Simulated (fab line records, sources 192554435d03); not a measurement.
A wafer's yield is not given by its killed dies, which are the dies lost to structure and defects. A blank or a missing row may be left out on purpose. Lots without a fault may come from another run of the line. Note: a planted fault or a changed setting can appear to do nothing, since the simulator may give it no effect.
Problem report, 8D (eight disciplines) form, completed by code | flow n5Finfet | the parts of the form that need people (team, actions taken, sign-off) are left out

1. WHAT IS WRONG
killedAtContacts at N5_PASSIVATION_PROBE_49 reads a mean of 124 on 1 wafer of 1 lot; wafers without a fault read 12 with a standard deviation of 6.5. Measured from the usual mean, that is +17 standard deviations.
The first sign was on wafer L717.5 at day 17 19:23, on prober-01. The record holds 3 wafers of 1 lot with a number at this step. By rule, "out" or "out of limits" means more than 4 standard deviations away from the usual mean. The other wafers with a number count as sound.

2. WHAT IT IS, WHAT IT ISN'T
question                    | is                                                                        | is not
which readings at this step | killedAtContacts, defectLimitedYield, killedDies, sortNPass, sortYieldPct | killed_at_M0_to_M3, killed_at_M4_up, killedAtFrontEnd, killedAtOther, killedOpen, killedShort
which lots                  | L717                                                                      | -
which wafers of those lots  | L717.5                                                                    | L717.2, L717.3
read on which tools         | prober-01                                                                 | -
when                        | from day 17 19:23                                                         | up to then (2 sound wafers)

3. THE SUSPECTS, EACH WITH WHAT RULES IT OUT
Counting: a tool at a process step up to the reading stays a suspect if it ran every lot that is out. Sound lots after the first of them don't rule it out here, since some wafers of a struck lot are sound.
- wetBench-03 at N5_MOL_CONTACT_COAG_PRECLEAN_127 (cleans in DIW, time 57.5 s): kept. It ran the lot that is out, L717 (day 9 09:04).
- pvdSputter-03 at N5_MIM_BOT_DEGAS_01 (time 60 s): kept. It ran the lot that is out, L717 (day 17 06:43).
- pvdSputter-03 at N5_MIM_BOT_SPUTTER_00 (material TiN, target thk 35 nm, time 89.7 s): kept. It ran the lot that is out, L717 (day 17 06:45).
- rieMetal-02 at N5_MIM_BOT_ETCH_ETCH_00 (etches TiN in Cl2/BCl3, target depth 45.5 nm): kept. It ran the lot that is out, L717 (day 17 09:33).
- prober-01 at N5_PASSIVATION_PROBE_49: kept. It ran the lot that is out, L717 (day 17 19:14). Its own readings are out on those wafers: defectLimitedYield, killedAtContacts, killedDies, sortNPass, sortYieldPct.
Left after counting: wetBench-03 at N5_MOL_CONTACT_COAG_PRECLEAN_127, pvdSputter-03 at N5_MIM_BOT_DEGAS_01, pvdSputter-03 at N5_MIM_BOT_SPUTTER_00, rieMetal-02 at N5_MIM_BOT_ETCH_ETCH_00, prober-01 at N5_PASSIVATION_PROBE_49.

4. THE CAUSE (what the simulator had put in)
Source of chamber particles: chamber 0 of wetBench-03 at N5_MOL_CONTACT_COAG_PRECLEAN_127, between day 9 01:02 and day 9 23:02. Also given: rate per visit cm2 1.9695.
Of the 5 suspects that counting leaves, this tool is one.

5. THE CHAIN OF EFFECTS, in route order
One row per reading whose mean, taken over the struck wafers that have a number, lies over 3 standard deviations from the usual. Readings are gone through only where the record gives a usual standard deviation; hours: the median, over the lots, of the time from a lot's start at the first step in this table giving one to that lot's start at this step; sigmas: the change measured in usual standard deviations.
hours | step                    | reading             | usual  | on struck wafers | change | sigmas
0     | N5_PASSIVATION_PROBE_49 | defectLimitedYield  | 91.6 % | 83.1             | -8.5   | -5.3
0     | N5_PASSIVATION_PROBE_49 | killedAtContacts    | 12     | 124              | +112   | +17
0     | N5_PASSIVATION_PROBE_49 | killedDies          | 99     | 199              | +100   | +5.6
0     | N5_PASSIVATION_PROBE_49 | killedOnRim         | 13     | 25               | +12    | +3.1
0     | N5_PASSIVATION_PROBE_49 | sort_bin_5_function | 4.9 %  | 8.7              | +3.8   | +3.8
0     | N5_PASSIVATION_PROBE_49 | sortNPass           | 1081   | 981              | -100   | -5.6
0     | N5_PASSIVATION_PROBE_49 | sortYieldPct        | 91.6 % | 83.1             | -8.5   | -5.3
Its process steps:
- N5_PASSIVATION_PROBE_49

6. HOW IT WOULD HAVE BEEN CAUGHT EARLIER
First out-of-limits reading in this record: day 17 19:23, which is 210 hours after fault onset at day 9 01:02.
By day 17 19:23, every lot that is out (1) had started N5_MOL_CONTACT_COAG_PRECLEAN_127 on wetBench-03. Tool hold at that time: it would have spared none of them.
